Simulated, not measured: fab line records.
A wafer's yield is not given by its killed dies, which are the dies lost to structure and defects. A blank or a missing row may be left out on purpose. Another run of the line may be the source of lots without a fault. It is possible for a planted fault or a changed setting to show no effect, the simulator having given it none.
Matching of chambers / flow nand harc / NHARC_A_STAIRCASE_ETCH_313 on rie diel-12 has 4 sister chambers
The step etches the open film in CF4/CHF3. 22 wafers are shown with their chamber, then 11 later ones without.

== EACH WAFER AND ITS CHAMBER ==
wafer=L075.1; chamber=0; showerhead plenum p Torr (Torr)=1.62; rf vpp V (V)=372.0; throttle valve pct (%)=16.803
wafer=L075.2; chamber=2; showerhead plenum p Torr (Torr)=1.53; rf vpp V (V)=369.2; throttle valve pct (%)=16.804
wafer=L075.6; chamber=0; showerhead plenum p Torr (Torr)=1.62; rf vpp V (V)=370.6; throttle valve pct (%)=16.813
wafer=L077.1; chamber=1; showerhead plenum p Torr (Torr)=1.50; rf vpp V (V)=367.9; throttle valve pct (%)=16.798
wafer=L077.2; chamber=2; showerhead plenum p Torr (Torr)=1.53; rf vpp V (V)=369.8; throttle valve pct (%)=16.806
wafer=L077.4; chamber=3; showerhead plenum p Torr (Torr)=1.59; rf vpp V (V)=370.1; throttle valve pct (%)=16.806
wafer=L078.2; chamber=2; showerhead plenum p Torr (Torr)=1.53; rf vpp V (V)=368.3; throttle valve pct (%)=16.806
wafer=L078.5; chamber=3; showerhead plenum p Torr (Torr)=1.59; rf vpp V (V)=371.0; throttle valve pct (%)=16.806
wafer=L078.6; chamber=0; showerhead plenum p Torr (Torr)=1.61; rf vpp V (V)=372.2; throttle valve pct (%)=16.806
wafer=L080.2; chamber=1; showerhead plenum p Torr (Torr)=1.50; rf vpp V (V)=367.0; throttle valve pct (%)=16.792
wafer=L080.4; chamber=2; showerhead plenum p Torr (Torr)=1.53; rf vpp V (V)=369.1; throttle valve pct (%)=16.787
wafer=L080.6; chamber=2; showerhead plenum p Torr (Torr)=1.53; rf vpp V (V)=371.5; throttle valve pct (%)=16.794
wafer=L085.2; chamber=1; showerhead plenum p Torr (Torr)=1.50; rf vpp V (V)=368.0; throttle valve pct (%)=16.802
wafer=L085.3; chamber=2; showerhead plenum p Torr (Torr)=1.52; rf vpp V (V)=369.2; throttle valve pct (%)=16.811
wafer=L085.5; chamber=3; showerhead plenum p Torr (Torr)=1.59; rf vpp V (V)=370.8; throttle valve pct (%)=16.800
wafer=L086.2; chamber=1; showerhead plenum p Torr (Torr)=1.49; rf vpp V (V)=367.9; throttle valve pct (%)=16.808
wafer=L086.4; chamber=3; showerhead plenum p Torr (Torr)=1.59; rf vpp V (V)=370.5; throttle valve pct (%)=16.803
wafer=L086.5; chamber=1; showerhead plenum p Torr (Torr)=1.49; rf vpp V (V)=368.0; throttle valve pct (%)=16.796
wafer=L089.1; chamber=2; showerhead plenum p Torr (Torr)=1.52; rf vpp V (V)=368.7; throttle valve pct (%)=16.804
wafer=L089.5; chamber=0; showerhead plenum p Torr (Torr)=1.60; rf vpp V (V)=370.3; throttle valve pct (%)=16.805
wafer=L089.6; chamber=3; showerhead plenum p Torr (Torr)=1.58; rf vpp V (V)=370.7; throttle valve pct (%)=16.812
wafer=L091.4; chamber=3; showerhead plenum p Torr (Torr)=1.58; rf vpp V (V)=370.8; throttle valve pct (%)=16.806

SIGNATURES, as means of the wafers listed above
reading=showerhead plenum p Torr; chamber 0=1.6125; chamber 1=1.4960; chamber 2=1.5271; chamber 3=1.5867; scatter within a chamber=0.00611
reading=rf vpp V; chamber 0=371.275; chamber 1=367.760; chamber 2=369.400; chamber 3=370.650; scatter within a chamber=0.762
reading=throttle valve pct; chamber 0=16.80675; chamber 1=16.79920; chamber 2=16.80171; chamber 3=16.80550; scatter within a chamber=0.00621
Rule: distance of a wafer from a chamber = root of the sum over the readings of ((wafer's reading minus chamber's mean) / reading's scatter) squared. If the next closest chamber is less than 2 further off than the closest, the wafer can't be placed; otherwise it belongs to the closest. The scatter: the root of (the sum of the squares of (reading less its chamber's mean) over the shown wafers, divided by (wafers less chambers)).

== WAFERS WITH NO CHAMBER GIVEN ==
wafer=L091.5; showerhead plenum p Torr (Torr)=1.49; rf vpp V (V)=366.6; throttle valve pct (%)=16.800
wafer=L091.6; showerhead plenum p Torr (Torr)=1.52; rf vpp V (V)=368.5; throttle valve pct (%)=16.798
wafer=L094.2; showerhead plenum p Torr (Torr)=1.52; rf vpp V (V)=367.9; throttle valve pct (%)=16.805
wafer=L094.3; showerhead plenum p Torr (Torr)=1.49; rf vpp V (V)=368.4; throttle valve pct (%)=16.787
wafer=L094.5; showerhead plenum p Torr (Torr)=1.52; rf vpp V (V)=369.1; throttle valve pct (%)=16.794
wafer=L096.1; showerhead plenum p Torr (Torr)=1.52; rf vpp V (V)=367.7; throttle valve pct (%)=16.804
wafer=L096.4; showerhead plenum p Torr (Torr)=1.58; rf vpp V (V)=370.2; throttle valve pct (%)=16.804
wafer=L096.6; showerhead plenum p Torr (Torr)=1.49; rf vpp V (V)=367.4; throttle valve pct (%)=16.810
wafer=L095.1; showerhead plenum p Torr (Torr)=1.58; rf vpp V (V)=370.1; throttle valve pct (%)=16.780
wafer=L095.4; showerhead plenum p Torr (Torr)=1.60; rf vpp V (V)=370.1; throttle valve pct (%)=16.809
wafer=L095.6; showerhead plenum p Torr (Torr)=1.49; rf vpp V (V)=366.7; throttle valve pct (%)=16.798

== CHAMBER TAKEN BY EACH ==
wafer=L091.5; from the rows above=1; in truth=1
wafer=L091.6; from the rows above=2; in truth=2
wafer=L094.2; from the rows above=can't be placed: 2 or 1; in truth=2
wafer=L094.3; from the rows above=1; in truth=1
wafer=L094.5; from the rows above=2; in truth=2
wafer=L096.1; from the rows above=can't be placed: 2 or 1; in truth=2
wafer=L096.4; from the rows above=3; in truth=3
wafer=L096.6; from the rows above=1; in truth=1
wafer=L095.1; from the rows above=3; in truth=3
wafer=L095.4; from the rows above=can't be placed: 3 or 0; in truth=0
wafer=L095.6; from the rows above=1; in truth=1
Placed correctly: 8 of 11. These rows do not allow placing 3 (true chamber among the candidates in 3). Wrongly placed: 0.
